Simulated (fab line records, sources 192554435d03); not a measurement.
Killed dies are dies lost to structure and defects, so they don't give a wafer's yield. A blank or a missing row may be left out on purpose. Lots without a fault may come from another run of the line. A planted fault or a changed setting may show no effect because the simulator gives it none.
Chamber matching | flow n5_finfet | N5_MOL_CONTACT_COAG_DESCUM_13 on rie_diel-02: 4 sister chambers
The step chemistry O2, time 7 s. 4 wafers are shown with their chamber, then 9 later ones without.

WAFERS WITH THEIR CHAMBER
wafer  | chamber | showerhead_plenum_p_Torr (Torr)
L082.4 | 3       | 2.12
L084.1 | 1       | 2.23
L084.4 | 2       | 2.19
L084.6 | 0       | 2.09

WAFERS WITHOUT THEIR CHAMBER
wafer  | showerhead_plenum_p_Torr (Torr)
L091.1 | 2.19
L091.5 | 2.19
L091.6 | 2.11
L095.1 | 2.11
L095.4 | 2.09
L095.6 | 2.22
L097.2 | 2.22
L097.5 | 2.22
L097.6 | 2.08

WHICH CHAMBER EACH WENT THROUGH
wafer  | from the rows above     | in truth
L091.1 | 2                       | 2
L091.5 | 2                       | 2
L091.6 | can't be placed: 3 or 0 | 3
L095.1 | can't be placed: 3 or 0 | 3
L095.4 | 0                       | 0
L095.6 | 1                       | 1
L097.2 | 1                       | 1
L097.5 | 1                       | 1
L097.6 | 0                       | 0
Placed correctly: 7 of 9. Can't be placed from these rows: 2 (the true chamber is among the candidates in 2). Placed wrongly: 0.
How it was worked out, from the rows above alone: a wafer's distance from a chamber is the root of the sum, over the readings, of the square of ((its reading less the chamber's mean) divided by the reading's scatter). The wafer belongs to the nearest chamber; if the next one is less than 2 further off, it can't be placed. A chamber's mean is the mean of its shown wafers. The scatter: with one shown wafer a chamber, the root of the mean of the squares of how far each hidden wafer lies from its nearest shown one.
